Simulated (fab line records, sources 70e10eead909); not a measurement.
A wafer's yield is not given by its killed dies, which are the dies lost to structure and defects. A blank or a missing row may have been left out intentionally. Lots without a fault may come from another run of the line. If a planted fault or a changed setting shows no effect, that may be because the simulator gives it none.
fab line records + flow nandHarc + part 2 of 2: steps 5 to 6 of 6
record:
- lots: 21
- wafers: 63
- lastDay: 33
route steps=1302 shown A_STAIRCASE@853 A_SGD_CUT@907 A_SLIT@922
lots that met no fault: from a run of the same line without faults
startH: hours from the record's first day to the start of the lot's first wafer shown + waitH: hours since the lot's step before + " repeats the value in the row above + L1.1+2: a single row standing in for several wafers + - either no value or no given start + * or withheld: withheld + < > ~ a bound
route shown NAME@n: names a module that has steps shown in the file, with the first one's number in the route + usual: average and standard deviation across the fault-free wafers + same: alike in all rows + chamber/n: place in a boat + sites: the reading at each site + _std_site: standard deviation across them + _edge_site: outer sites' mean less inner sites' + radiusMm: for every site, how far away it sits from the centre of the wafer + mask NAME#n: copy n + behind: the tool/chamber that last shaped the wafer + hold: why the lot went on hold/how many hours it stayed there/how the hold came to an end + device: the transistor (n, p or np) that didn't switch + end of line: tests run on the same wafers once the route is complete + where a step has no rows: the recipe by itself + killed: dies that structure and defects cost at the first sort, which is not the same as the wafer's yield + map: a wafer's dies, marking killed ones x, the rest . and places with no die _
set.NAME: the setting that was run; set.NAME@STEP: the one run at that earlier step + model.NAME: the simulator's own value behind a step, which no gauge read
route steps across a sampled set of lots; one table per step, one row per wafer
services: a tool's chamber out of use, with start hour (startH, from the record's first day; less than 0 if before it), hours out, and reason
== steps ==
step: NHARC_A_SGD_CUT_STRIP_17
recipe:
- o2FlowSccm: 500
- arFlowSccm: 0
- biasW: 0
- chemistry: O2
usual:
- drypumpMotorCurrentA: 6.2/0.42
- oesProductAu: 0.997/0.011
- rfVppV: 57.8/1
- showerheadPlenumPTorr: 3.52/0.15
- throttleValvePct: 17.037/0.0091
| lot.wafer | tool       | chamber | startH | waitH | drypumpMotorCurrentA | oesProductAu | rfHoursCounterH | rfVppV | showerheadPlenumPTorr | throttleValvePct |
|-----------|------------|---------|--------|-------|----------------------|--------------|-----------------|--------|-----------------------|------------------|
| L075.4    | rieDiel-02 | 0       | -      | -     | 6.6                  | 1.001        | 3               | 57.9   | 3.50                  | 17.044           |
| L075.1    | "          | 1       | "      | "     | 5.8                  | 0.995        | 3               | 58.7   | 3.47                  | 17.049           |
| L075.5    | "          | 0       | "      | "     | 6.6                  | 1.002        | -               | 59.0   | 3.50                  | 17.021           |
| L074.2    | rieDiel-02 | 2       | -      | -     | 6.3                  | 0.986        | 4               | 60.3   | 3.58                  | 17.035           |
| L074.5    | "          | 2       | "      | "     | 6.3                  | 0.989        | -               | 59.3   | 3.58                  | 17.028           |
| L074.6    | "          | 3       | "      | "     | 6.1                  | 0.978        | -               | 56.8   | 3.38                  | 17.039           |
| L076.1    | rieDiel-12 | 0       | -      | -     | 6.5                  | 1.003        | 1               | 57.8   | 3.30                  | 17.044           |
| L076.3    | "          | 3       | "      | "     | 6.4                  | 0.993        | 1               | 59.3   | 3.78                  | 17.045           |
| L076.5    | "          | 0       | "      | "     | 6.5                  | 1.000        | -               | 58.2   | 3.30                  | 17.034           |
| L077.3    | rieDiel-02 | 2       | -      | -     | 6.3                  | 0.986        | 7               | 58.6   | 3.58                  | 17.044           |
| L077.1    | "          | 3       | "      | "     | 6.1                  | 0.993        | 5               | 57.7   | 3.38                  | 17.037           |
| L077.6    | "          | 1       | "      | "     | 5.7                  | 0.981        | -               | 59.3   | 3.47                  | 17.050           |
| L079.1    | rieDiel-02 | 1       | -      | -     | 5.8                  | 0.982        | 8               | 56.8   | 3.47                  | 17.036           |
| L079.3    | "          | 3       | "      | "     | 6.1                  | 1.002        | 6               | 59.7   | 3.38                  | 17.042           |
| L079.5    | "          | 1       | "      | "     | 5.7                  | 0.989        | -               | 57.8   | 3.47                  | 17.039           |
| L080.4    | rieDiel-12 | 0       | -      | -     | 6.5                  | 0.988        | 3               | 57.7   | 3.30                  | 17.029           |
| L080.3    | "          | 2       | "      | "     | 5.2                  | 0.998        | 3               | 58.7   | 3.75                  | 17.030           |
| L080.5    | "          | 1       | "      | "     | 6.6                  | 1.001        | -               | 58.3   | 3.68                  | 17.044           |
| L082.2    | rieDiel-02 | 3       | -      | -     | 6.1                  | 0.991        | 8               | 58.1   | 3.38                  | 17.046           |
| L082.5    | "          | 0       | "      | "     | 6.6                  | 1.017        | -               | 58.5   | 3.49                  | 17.046           |
| L082.6    | "          | 1       | "      | "     | 5.8                  | 0.996        | -               | 58.6   | 3.47                  | 17.043           |
| L083.2    | rieDiel-07 | 1       | -      | -     | 6.2                  | 0.988        | 4               | 57.5   | 3.29                  | 17.039           |
| L083.3    | "          | 2       | "      | "     | 6.0                  | 0.997        | 4               | 59.1   | 3.53                  | 17.031           |
| L083.5    | "          | 0       | "      | "     | 5.7                  | 0.998        | -               | 58.3   | 3.45                  | 17.033           |
| L084.4    | rieDiel-07 | 3       | -      | -     | 6.6                  | 1.004        | 5               | 56.9   | 3.52                  | 17.021           |
| L084.6    | "          | 2       | "      | "     | 6.0                  | 1.001        | -               | 57.8   | 3.54                  | 17.034           |
| L084.5    | "          | 3       | "      | "     | 6.6                  | 1.000        | -               | 57.2   | 3.52                  | 17.036           |
| L085.3    | rieDiel-12 | 0       | -      | -     | 6.5                  | 0.998        | 4               | 56.3   | 3.30                  | 17.049           |
| L085.2    | "          | 2       | "      | "     | 5.2                  | 1.005        | 4               | 58.9   | 3.75                  | 17.033           |
| L085.5    | "          | 3       | "      | "     | 6.4                  | 1.007        | -               | 59.3   | 3.78                  | 17.031           |
| L086.2    | rieDiel-12 | 3       | -      | -     | 6.4                  | 1.003        | 5               | 57.3   | 3.78                  | 17.033           |
| L086.1    | "          | 1       | "      | "     | 6.6                  | 1.014        | 4               | 58.0   | 3.67                  | 17.047           |
| L086.6    | "          | 0       | "      | "     | 6.5                  | 0.982        | -               | 58.2   | 3.30                  | 17.030           |
| L087.3    | rieDiel-12 | 3       | -      | -     | 6.4                  | 0.993        | 5               | 58.9   | 3.78                  | 17.033           |
| L087.1    | "          | 0       | "      | "     | 6.5                  | 0.994        | 5               | 57.3   | 3.30                  | 17.038           |
| L087.2    | "          | 2       | "      | "     | 5.2                  | 1.007        | 5               | 58.6   | 3.75                  | 17.034           |
| L089.2    | rieDiel-12 | 1       | -      | -     | 6.6                  | 0.998        | 5               | 57.6   | 3.67                  | 17.038           |
| L089.4    | "          | 0       | "      | "     | 6.5                  | 0.971        | 6               | 57.2   | 3.30                  | 17.019           |
| L089.5    | "          | 2       | "      | "     | 5.2                  | 1.014        | -               | 58.4   | 3.75                  | 17.024           |
| L090.1    | rieDiel-07 | 1       | -      | -     | 6.2                  | 0.996        | 8               | 55.5   | 3.29                  | 17.045           |
| L090.6    | "          | 3       | "      | "     | 6.6                  | 1.014        | -               | 58.5   | 3.52                  | 17.044           |
| L090.5    | "          | 0       | "      | "     | 5.7                  | 0.998        | -               | 57.5   | 3.45                  | 17.042           |
| L088.1    | rieDiel-02 | 3       | -      | -     | 6.1                  | 0.997        | 0               | 57.3   | 3.38                  | 17.041           |
| L088.2    | "          | 0       | "      | "     | 6.6                  | 0.973        | 0               | 57.0   | 3.49                  | 17.036           |
| L088.3    | "          | 2       | "      | "     | 6.3                  | 1.004        | 1               | 57.9   | 3.57                  | 17.017           |
| L092.2    | rieDiel-12 | 1       | -      | -     | 6.6                  | 0.999        | 7               | 59.0   | 3.67                  | 17.028           |
| L092.1    | "          | 3       | "      | "     | 6.4                  | 0.991        | 8               | 57.9   | 3.78                  | 17.047           |
| L092.5    | "          | 0       | "      | "     | 6.5                  | 0.998        | -               | 59.0   | 3.30                  | 17.044           |
| L093.4    | rieDiel-07 | 2       | -      | -     | 6.0                  | 0.997        | 12              | 57.9   | 3.53                  | 17.030           |
| L093.3    | "          | 3       | "      | "     | 6.6                  | 0.998        | 12              | 58.9   | 3.52                  | 17.040           |
| L093.1    | "          | 0       | "      | "     | 5.7                  | 1.008        | 10              | 58.0   | 3.45                  | 17.030           |
| L095.3    | rieDiel-02 | 2       | -      | -     | 6.3                  | 1.005        | 3               | 55.6   | 3.57                  | 17.022           |
| L095.4    | "          | 1       | "      | "     | 5.8                  | 0.980        | 4               | 57.8   | 3.47                  | 17.030           |
| L095.5    | "          | 3       | "      | "     | 6.1                  | 0.999        | -               | 57.6   | 3.38                  | 17.040           |
| L094.4    | rieDiel-12 | 2       | -      | -     | 5.2                  | 0.993        | 1               | 56.6   | 3.74                  | 17.035           |
| L094.2    | "          | 3       | "      | "     | 6.4                  | 0.990        | 1               | 58.9   | 3.78                  | 17.043           |
| L094.6    | "          | 2       | "      | "     | 5.2                  | 0.997        | -               | 58.5   | 3.74                  | 17.023           |
| L096.1    | rieDiel-02 | 2       | -      | -     | 6.3                  | 0.996        | 4               | 57.2   | 3.57                  | 17.050           |
| L096.4    | "          | 3       | "      | "     | 6.1                  | 0.996        | 4               | 56.2   | 3.38                  | 17.026           |
| L096.5    | "          | 1       | "      | "     | 5.8                  | 0.981        | -               | 57.7   | 3.46                  | 17.033           |
| L097.3    | rieDiel-07 | 2       | -      | -     | 6.0                  | 1.024        | 1               | 58.2   | 3.53                  | 17.046           |
| L097.1    | "          | 0       | "      | "     | 5.7                  | 1.005        | 1               | 56.1   | 3.45                  | 17.038           |
| L097.2    | "          | 1       | "      | "     | 6.2                  | 0.994        | 1               | 57.2   | 3.29                  | 17.045           |
step: NHARC_A_SLIT_DEP_25
recipe:
- targetThkA: 2000
- tempC: 400
- pressureTorr: 6.5
- rfW: 900
- teosFlowSccm: 161.4
- flowSccm: 2650
- targetThkNm: 200
- gas: O2
- material: SiO2
usual:
- chamberPressureTorr: 6.499/0.016
- heaterPowerW: 537/57
- rfFwdPowerW: 897.0/2.5
- throttleValvePct: 15.8/0.5
| lot.wafer | tool     | chamber | startH | waitH | chamberPressureTorr | heaterPowerW | rfFwdPowerW | throttleValvePct |
|-----------|----------|---------|--------|-------|---------------------|--------------|-------------|------------------|
| L075.1    | pecvd-02 | 0       | 455.37 | 0.2   | 6.519               | 391          | 897.1       | 14.8             |
| L075.5    | "        | 2       | "      | "     | 6.497               | 575          | 891.5       | 15.7             |
| L075.4    | "        | 1       | "      | "     | 6.514               | 497          | 897.1       | 16.9             |
| L074.2    | pecvd-02 | 2       | 455.56 | 0.4   | 6.499               | 597          | 894.9       | 15.5             |
| L074.6    | "        | 2       | "      | "     | 6.485               | 608          | 896.8       | 15.8             |
| L074.5    | "        | 0       | "      | "     | 6.487               | 467          | 901.6       | 15.0             |
| L076.3    | pecvd-04 | 1       | 472.59 | 0.1   | 6.500               | 578          | 897.3       | 15.6             |
| L076.1    | "        | 2       | "      | "     | 6.492               | 495          | 897.1       | 15.7             |
| L076.5    | "        | 0       | "      | "     | 6.505               | 590          | 899.3       | 15.9             |
| L077.1    | pecvd-04 | 0       | 487.92 | 0.1   | 6.476               | 523          | 896.6       | 15.8             |
| L077.3    | "        | 1       | "      | "     | 6.498               | 459          | 898.1       | 15.6             |
| L077.6    | "        | 1       | "      | "     | 6.487               | 465          | 895.3       | 15.7             |
| L079.1    | pecvd-04 | 2       | 508.96 | 0.1   | 6.499               | 517          | 895.6       | 15.6             |
| L079.3    | "        | 0       | "      | "     | 6.510               | 591          | 899.6       | 15.5             |
| L079.5    | "        | 0       | "      | "     | 6.511               | 612          | 898.8       | 16.1             |
| L080.3    | pecvd-04 | 1       | 527.04 | 0.1   | 6.492               | 556          | 895.7       | 15.6             |
| L080.4    | "        | 0       | "      | "     | 6.509               | 517          | 898.4       | 15.9             |
| L080.5    | "        | 1       | "      | "     | 6.478               | 570          | 895.2       | 15.9             |
| L082.2    | pecvd-02 | 1       | 537.86 | 0.1   | 6.467               | 501          | 894.7       | 16.9             |
| L082.5    | "        | 0       | "      | "     | 6.496               | 490          | 896.2       | 15.2             |
| L082.6    | "        | 2       | "      | "     | 6.492               | 619          | 896.1       | 15.7             |
| L083.2    | pecvd-04 | 1       | 537.86 | 0.1   | 6.536               | 541          | 895.3       | 15.8             |
| L083.3    | "        | 2       | "      | "     | 6.501               | 549          | 892.5       | 15.7             |
| L083.5    | "        | 0       | "      | "     | 6.507               | 601          | 894.7       | 16.1             |
| L084.5    | pecvd-02 | 0       | 545.23 | 0.2   | 6.515               | 440          | 898.5       | 14.5             |
| L084.4    | "        | 1       | "      | "     | 6.513               | 532          | 896.0       | 17.0             |
| L084.6    | "        | 2       | "      | "     | 6.516               | 579          | 900.8       | 15.7             |
| L085.3    | pecvd-01 | 2       | 550.38 | 0.1   | 6.495               | 444          | 898.4       | 15.7             |
| L085.2    | "        | 0       | "      | "     | 6.517               | 617          | 895.5       | 15.4             |
| L085.5    | "        | 0       | "      | "     | 6.516               | 639          | 893.0       | 15.4             |
| L086.2    | pecvd-04 | 2       | 561.15 | 0.1   | 6.475               | 581          | 894.2       | 15.6             |
| L086.1    | "        | 1       | "      | "     | 6.483               | 535          | 897.7       | 16.1             |
| L086.6    | "        | 1       | "      | "     | 6.515               | 528          | 894.6       | 15.7             |
| L087.2    | pecvd-04 | 0       | 572.31 | 0.1   | 6.476               | 590          | 895.6       | 15.8             |
| L087.1    | "        | 1       | "      | "     | 6.500               | 557          | 897.0       | 15.9             |
| L087.3    | "        | 2       | "      | "     | 6.506               | 563          | 900.6       | 15.8             |
| L089.2    | pecvd-04 | 1       | 586.45 | 0.1   | 6.512               | 516          | 899.1       | 15.8             |
| L089.5    | "        | 2       | "      | "     | 6.501               | 573          | 897.4       | 15.7             |
| L089.4    | "        | 0       | "      | "     | 6.493               | 637          | 899.0       | 15.9             |
| L090.1    | pecvd-04 | 1       | 596.11 | 0.1   | 6.501               | 576          | 894.0       | 15.9             |
| L090.5    | "        | 0       | "      | "     | 6.504               | 598          | 894.6       | 15.8             |
| L090.6    | "        | 2       | "      | "     | 6.484               | 613          | 902.7       | 15.7             |
| L088.1    | pecvd-01 | 0       | 596.30 | 0.1   | 6.513               | 583          | 896.1       | 15.4             |
| L088.2    | "        | 1       | "      | "     | 6.529               | 531          | 895.8       | 16.7             |
| L088.3    | "        | 2       | "      | "     | 6.502               | 522          | 901.9       | 16.1             |
| L092.1    | pecvd-01 | 0       | 618.91 | 0.1   | 6.486               | 611          | 897.5       | 15.5             |
| L092.2    | "        | 2       | "      | "     | 6.480               | 526          | 898.4       | 15.8             |
| L092.5    | "        | 2       | "      | "     | 6.482               | 533          | 901.7       | 15.9             |
| L093.1    | pecvd-02 | 0       | 629.95 | 0.1   | 6.512               | 535          | 895.9       | 15.0             |
| L093.3    | "        | 2       | "      | "     | 6.534               | 472          | 899.1       | 16.4             |
| L093.4    | "        | 0       | "      | "     | 6.534               | 546          | 895.6       | 14.8             |
| L095.3    | pecvd-02 | 0       | 644.31 | 0.1   | 6.492               | 487          | 898.3       | 14.7             |
| L095.5    | "        | 0       | "      | "     | 6.498               | 514          | 895.1       | 14.7             |
| L095.4    | "        | 2       | "      | "     | 6.471               | 626          | 897.3       | 16.3             |
| L094.2    | pecvd-01 | 2       | 644.31 | 0.1   | 6.494               | 520          | 893.9       | 16.0             |
| L094.6    | "        | 1       | "      | "     | 6.494               | 520          | 895.3       | 16.8             |
| L094.4    | "        | 0       | "      | "     | 6.479               | 615          | 895.3       | 15.5             |
| L096.1    | pecvd-04 | 1       | 654.38 | 0.1   | 6.504               | 481          | 893.7       | 15.5             |
| L096.4    | "        | 0       | "      | "     | 6.519               | 605          | 893.3       | 15.5             |
| L096.5    | "        | 1       | "      | "     | 6.496               | 477          | 896.1       | 15.5             |
| L097.1    | pecvd-02 | 1       | 674.39 | 0.3   | 6.506               | 534          | 897.0       | 16.2             |
| L097.2    | "        | 2       | "      | "     | 6.468               | 479          | 897.2       | 16.1             |
| L097.3    | "        | 0       | "      | "     | 6.507               | 543          | 897.5       | 14.7             |
== services ==
| tool       | chamber | startH | hours | kind   |
|------------|---------|--------|-------|--------|
| pecvd-02   | 2       | 399.58 | 5.7   | repair |
| pecvd-04   | 0       | 404.40 | 9.7   | repair |
| rieDiel-01 | 0       | 407.74 | 18.9  | repair |
| pecvd-02   | -       | 408.13 | 13.0  | pm     |
| rieDiel-12 | 3       | 412.11 | 4.9   | repair |
| rieDiel-02 | 3       | 420.08 | 8.5   | repair |
| pecvd-04   | -       | 433.62 | 0.3   | repair |
| rieDiel-12 | -       | 445.44 | 9.0   | pm     |
| pecvd-04   | -       | 450.16 | 13.0  | pm     |
| rieDiel-01 | 3       | 455.97 | 1.4   | repair |
| rieDiel-12 | 1       | 468.97 | 13.8  | repair |
| rieDiel-01 | 2       | 476.04 | 5.3   | repair |
| pecvd-04   | 2       | 481.97 | 16.3  | repair |
| rieDiel-12 | 1       | 486.41 | 3.3   | repair |
| rieDiel-12 | 0       | 499.39 | 4.0   | repair |
| rieDiel-02 | 1       | 554.78 | 3.2   | repair |
| rieDiel-01 | -       | 558.24 | 9.0   | pm     |
| rieDiel-02 | 2       | 568.63 | 9.9   | repair |
| rieDiel-02 | -       | 570.70 | 9.0   | pm     |
| pecvd-02   | -       | 589.13 | 13.0  | pm     |
| rieDiel-12 | 2       | 599.80 | 17.9  | repair |
| rieDiel-02 | 2       | 610.96 | 14.5  | repair |
| rieDiel-12 | -       | 622.44 | 9.0   | pm     |
| pecvd-04   | -       | 631.16 | 13.0  | pm     |
